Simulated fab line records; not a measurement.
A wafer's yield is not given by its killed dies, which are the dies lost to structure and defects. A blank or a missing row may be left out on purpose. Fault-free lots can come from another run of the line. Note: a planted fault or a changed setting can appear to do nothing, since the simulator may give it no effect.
fab line records	flow n5-finfet	part 2 of 2: steps 14 to 20 of 20
[record] lots = 5	wafers = 15	last-day = 16
route steps=1938 shown BEOL_M0_CUTY@708 BEOL_M0@715
lots that met no fault: taken from a fault-free run of the same line
start-h: start of the lot's first displayed wafer, in hours after the record's first day	wait-h: hours from the lot's prior step to this one	" unchanged from the row above	L1.1+2: a single row standing in for several wafers	- no value, or no start was given	* or withheld: withheld	< > ~ a bound
route shown NAME@n: names a module that has steps shown in the file, with the first one's number in the route	usual: average and standard deviation across the fault-free wafers	same: alike in all rows	chamber/n: place in a boat	sites: readings site by site	_std_site: their standard deviation	_edge_site: mean of outer sites minus mean of inner sites	radius-mm: how far each site lies from the wafer's centre	mask NAME#n: copy n	behind: the most recent tool/chamber to have shaped the wafer	hold: the reason the lot was held/the length of the hold in hours/how it ended	device: the n, p or np transistor that did not switch	end of line: the tests these same wafers got at the end of their route	where a step has no rows: the recipe by itself	killed: count of dies lost to structure and defects at first sort (not the wafer's yield)	map: shows each die of a wafer: x if killed, . if not, _ if none is there
set.NAME: the run value of the setting; set.NAME@STEP: its run value at that earlier step	model.NAME: the simulator's own value behind a step, which no gauge read
certain route steps with their lots: each step a table, each wafer a row
services: a tool's chamber out of use, with start hour (start-h, from the record's first day; less than 0 if before it), hours out, and reason
[[steps]]
[step N5_BEOL_M0_TRENCH_ETCH_107]
[recipe] chemistry = C4F6/O2	target-depth-a = 328	target = SiOC	time-s = 16.4	ion-energy-ev = 250	pressure-mtorr = 30	source-w = 355	bias-w = 185	Ar_flow_sccm = 300	C4F6_flow_sccm = 10	O2_flow_sccm = 10
[usual] drypump-motor-current-A = 5.7/0.36	oes_o_777_au = 0.82/0.093	oes-product-au = 0.82/0.1	rf-fwd-power-W = 347.9/1.6	rf-vpp-V = 666/4.3	showerhead-plenum-p-Torr = 2.83/0.083	throttle-valve-pct = 20.76/0.25
[same] time-s = 16.4
lot.wafer	tool	chamber	start-h	wait-h	drypump-motor-current-A	oes_o_777_au	oes-product-au	rf-fwd-power-W	rf-hours-counter-h	rf-vpp-V	showerhead-plenum-p-Torr	throttle-valve-pct
L076.1	rie-diel-02	2	129.89	0.0	5.7	0.91	0.92	349.0	20	664	2.79	20.58
L076.3	"	0	"	"	5.9	0.74	0.73	347.7	158	672	2.95	20.57
L076.6	"	3	"	"	5.2	0.76	0.75	345.7	-	668	2.97	20.73
L077.1	rie-diel-01	1	133.41	0.0	5.5	0.70	0.70	348.7	206	670	2.82	21.28
L077.3	"	2	"	"	5.7	0.91	0.90	345.7	33	666	2.79	20.40
L077.6	"	0	"	"	5.2	0.67	0.66	347.3	-	665	2.80	21.12
L079.1	rie-diel-01	1	144.37	0.0	5.5	0.71	0.70	350.0	211	670	2.82	21.29
L079.2	"	0	"	"	5.2	0.66	0.65	347.2	260	666	2.80	21.11
L079.5	"	0	"	"	5.2	0.66	0.65	345.2	-	666	2.80	21.11
L086.3	rie-diel-02	3	191.19	0.0	5.2	0.74	0.73	348.5	190	668	2.95	20.79
L086.4	"	0	"	"	5.9	0.73	0.71	347.0	180	673	2.94	20.62
L086.5	"	0	"	"	5.9	0.72	0.72	346.6	-	673	2.94	20.63
L089.1	rie-diel-01	2	207.45	0.0	5.7	0.86	0.84	346.5	66	667	2.78	20.46
L089.2	"	1	"	"	5.5	0.69	0.68	348.1	239	671	2.81	21.34
L089.4	"	3	"	"	6.4	0.92	0.93	348.9	22	669	2.80	20.70
[step N5_BEOL_M0_STRIP_142]
[recipe] chemistry = N2/H2	time-s = 10	power-w = 450	temp-c = 40	pressure-mtorr = 20	rf-frequency-hz = 6e+07	bias-power-w = 7	n2-flow-sccm = 200	h2-flow-sccm = 200
[usual] drypump-motor-current-A = 5.7/0.37	n2-flow-sccm = 200.0/0.61	oes-product-au = 0.81/0.1	rf-vpp-V = 59.1/0.91	showerhead-plenum-p-Torr = 2.52/0.076	temp-c = 40.00/0.11	throttle-valve-pct = 23.55/0.25
[same] time-s = 10
lot.wafer	tool	chamber	start-h	wait-h	drypump-motor-current-A	n2-flow-sccm	oes-product-au	rf-hours-counter-h	rf-vpp-V	showerhead-plenum-p-Torr	temp-c	throttle-valve-pct
L076.1	rie-diel-02	2	129.91	0.0	5.7	200.8	0.92	20	58.7	2.49	39.86	23.48
L076.3	"	0	"	"	5.8	199.6	0.74	158	59.2	2.63	39.66	23.45
L076.6	"	3	"	"	5.2	199.7	0.75	-	59.5	2.64	40.07	23.38
L077.1	rie-diel-01	1	133.43	0.0	5.5	200.5	0.70	206	59.0	2.51	39.90	23.93
L077.3	"	2	"	"	5.7	200.0	0.90	33	60.9	2.48	39.96	23.26
L077.6	"	0	"	"	5.2	199.5	0.65	-	58.8	2.49	39.83	23.95
L079.1	rie-diel-01	1	144.39	0.0	5.5	199.3	0.70	211	59.4	2.51	40.00	23.94
L079.2	"	0	"	"	5.2	199.5	0.65	260	58.8	2.49	39.95	23.94
L079.5	"	0	"	"	5.2	198.6	0.65	-	57.4	2.49	40.17	23.96
L086.3	rie-diel-02	3	191.21	0.0	5.2	200.0	0.73	190	58.6	2.64	39.88	23.40
L086.4	"	0	"	"	5.9	199.7	0.71	180	59.7	2.62	40.10	23.46
L086.5	"	0	"	"	5.8	200.5	0.72	-	58.9	2.62	39.92	23.46
L089.1	rie-diel-01	2	207.47	0.0	5.7	199.9	0.85	66	58.9	2.47	39.97	23.32
L089.2	"	1	"	"	5.5	200.4	0.68	239	59.9	2.50	39.72	23.96
L089.4	"	3	"	"	6.4	199.9	0.93	22	59.3	2.49	40.14	23.38
[step N5_BEOL_M0_OCD_MEAS_108]
[usual] trench-depth-nm = 33.1/0.53
lot.wafer	tool	chamber	start-h	wait-h	trench-depth-nm
L076.1	ocd-02	-	129.99	0.1	33.2
L076.3	"	-	"	"	33.6
L076.6	"	-	"	"	33.2
L077.1	ocd-02	-	133.51	0.1	32.5
L077.3	"	-	"	"	33.2
L077.6	"	-	"	"	33.6
L079.1	ocd-02	-	144.48	0.1	32.8
L079.2	"	-	"	"	33.0
L079.5	"	-	"	"	32.6
L086.3	ocd-02	-	191.30	0.1	33.1
L086.4	"	-	"	"	32.7
L086.5	"	-	"	"	32.9
L089.1	ocd-01	-	207.55	0.1	32.8
L089.2	"	-	"	"	32.2
L089.4	"	-	"	"	33.1
[step N5_BEOL_M0_HM_STRIP_129]
[recipe] chemistry = peroxide-tin-strip	material = TiN	target-depth-a = 170	temp-c = 50	time-s = 108
[usual] bath-guard-temp-C = 50.0/0.49	temp-c = 49.98/0.12
[same] time-s = 108
lot.wafer	tool	chamber	start-h	wait-h	bath-guard-temp-C	temp-c
L076.1	wet-bench-04	6	130.08	0.1	49.2	49.93
L076.3	"	5	"	"	48.8	49.98
L076.6	"	0	"	"	49.7	50.03
L077.1	wet-bench-05	1	133.54	0.0	50.3	49.85
L077.3	"	7	"	"	49.4	49.66
L077.6	"	3	"	"	49.8	49.88
L079.1	wet-bench-03	4	144.51	0.0	50.2	49.79
L079.2	"	2	"	"	49.6	50.18
L079.5	"	0	"	"	50.2	50.28
L086.3	wet-bench-05	0	191.33	0.0	49.6	50.05
L086.4	"	3	"	"	49.9	50.07
L086.5	"	7	"	"	49.7	50.02
L089.1	wet-bench-03	1	207.64	0.1	50.2	50.20
L089.2	"	2	"	"	50.1	49.86
L089.4	"	0	"	"	50.4	49.85
[step N5_BEOL_M0_SRD_130]
[recipe] time-s = 30	temp-c = 23	rinse-liquid = diw	dry = ipa-marangoni
[usual] temp-c = 23.00/0.11
[same] time-s = 30
lot.wafer	tool	chamber	start-h	wait-h	temp-c
L076.1	wet-bench-04	6	130.14	0.0	22.83
L076.3	"	5	"	"	23.07
L076.6	"	0	"	"	22.95
L077.1	wet-bench-05	1	133.58	0.0	23.13
L077.3	"	7	"	"	22.98
L077.6	"	3	"	"	22.91
L079.1	wet-bench-03	4	144.54	0.0	22.89
L079.2	"	2	"	"	23.03
L079.5	"	0	"	"	23.01
L086.3	wet-bench-05	0	191.39	0.0	23.04
L086.4	"	3	"	"	22.96
L086.5	"	7	"	"	23.03
L089.1	wet-bench-03	1	207.67	0.0	22.98
L089.2	"	2	"	"	22.82
L089.4	"	0	"	"	22.89
[step N5_BEOL_M0_ETCH_109]
[recipe] chemistry = CH3F/O2	target-depth-a = 80	overetch-a = 24	target = SiCN	time-s = 27.4	ion-energy-ev = 120	pressure-mtorr = 30	source-w = 395	bias-w = 75	Ar_flow_sccm = 150	CH3F_flow_sccm = 30	O2_flow_sccm = 20
[usual] drypump-motor-current-A = 5.7/0.35	oes-product-au = 0.69/0.079	rf-fwd-power-W = 392.8/1.4	rf-vpp-V = 297.3/1.6	showerhead-plenum-p-Torr = 1.99/0.075	throttle-valve-pct = 16.18/0.16
[same] time-s = 27.4
lot.wafer	tool	chamber	start-h	wait-h	drypump-motor-current-A	oes-product-au	rf-fwd-power-W	rf-hours-counter-h	rf-vpp-V	showerhead-plenum-p-Torr	throttle-valve-pct
L076.1	rie-diel-06	0	130.20	0.0	5.3	0.71	394.7	37	301.4	2.13	16.16
L076.3	"	1	"	"	5.6	0.63	392.4	162	297.8	1.99	16.18
L076.6	"	0	"	"	5.3	0.73	394.1	-	299.8	2.13	16.16
L077.1	rie-diel-02	1	133.62	0.0	5.8	0.82	393.0	1	296.9	1.97	15.99
L077.3	"	2	"	"	5.6	0.77	391.7	21	295.8	1.96	16.00
L077.6	"	1	"	"	5.8	0.83	393.1	-	298.4	1.97	15.99
L079.1	rie-diel-02	2	144.59	0.0	5.7	0.76	392.8	25	295.8	1.96	16.01
L079.2	"	1	"	"	5.8	0.81	394.0	5	297.5	1.97	16.01
L079.5	"	2	"	"	5.6	0.78	394.4	-	298.4	1.96	16.00
L086.3	rie-diel-06	2	191.60	0.2	5.7	0.78	395.9	21	296.4	1.96	16.08
L086.4	"	2	"	"	5.7	0.79	396.3	-	297.0	1.96	16.09
L086.5	"	0	"	"	5.3	0.71	393.8	-	298.8	2.12	16.20
L089.1	rie-diel-02	3	207.72	0.0	5.2	0.62	393.2	196	299.2	2.08	16.29
L089.2	"	1	"	"	5.8	0.75	392.1	28	296.2	1.96	16.01
L089.4	"	0	"	"	5.9	0.60	393.7	186	298.2	2.07	16.13
[step N5_BEOL_M0_STRIP_139]
[recipe] chemistry = post-etch-residue-remover	time-s = 60	temp-c = 25	remover-ph = withheld	remover-water-wt-pct = withheld	remover-fluoride-wt-pct = withheld
[usual] temp-c = 25.00/0.11
[same] time-s = 60
lot.wafer	tool	chamber	start-h	wait-h	temp-c
L076.1	wet-bench-04	0	130.31	0.1	24.90
L076.3	"	7	"	"	24.98
L076.6	"	6	"	"	25.02
L077.1	wet-bench-04	0	133.73	0.1	24.97
L077.3	"	3	"	"	25.04
L077.6	"	1	"	"	24.79
L079.1	wet-bench-04	3	144.69	0.1	25.07
L079.2	"	1	"	"	25.08
L079.5	"	4	"	"	24.97
L086.3	wet-bench-04	5	191.73	0.1	25.06
L086.4	"	6	"	"	24.89
L086.5	"	7	"	"	25.04
L089.1	wet-bench-05	0	207.82	0.1	24.97
L089.2	"	5	"	"	25.19
L089.4	"	1	"	"	24.84
[[services]]
tool	chamber	start-h	hours	kind
rie-diel-02	1	106.75	-	clean
rie-diel-02	1	106.75	-	consumable-replace:focus-ring
rie-diel-02	1	106.75	23.7	scheduled-down
rie-diel-02	1	106.75	23.7	vent-cycle
rie-diel-06	2	112.37	4.9	repair
rie-diel-01	3	112.40	-	clean
rie-diel-01	3	112.40	-	consumable-replace:focus-ring
rie-diel-01	3	112.40	41.4	scheduled-down
rie-diel-01	3	112.40	41.4	vent-cycle
rie-diel-06	2	117.46	-	clean
rie-diel-06	2	117.46	-	consumable-replace:focus-ring
rie-diel-06	2	117.46	14.7	scheduled-down
rie-diel-06	2	117.46	14.7	vent-cycle
rie-diel-01	0	119.86	2.2	repair
wet-bench-04	-	121.00	1.5	repair
rie-metal-02	-	142.27	2.2	repair
rie-diel-01	0	154.18	-	clean
rie-diel-01	0	154.18	-	consumable-replace:focus-ring
rie-diel-01	0	154.18	33.0	scheduled-down
rie-diel-01	0	154.18	33.0	vent-cycle
rie-diel-06	1	164.44	9.9	repair
rie-metal-01	-	176.48	14.6	pm
rie-diel-01	3	177.60	5.2	repair
rie-diel-06	1	183.55	8.8	repair
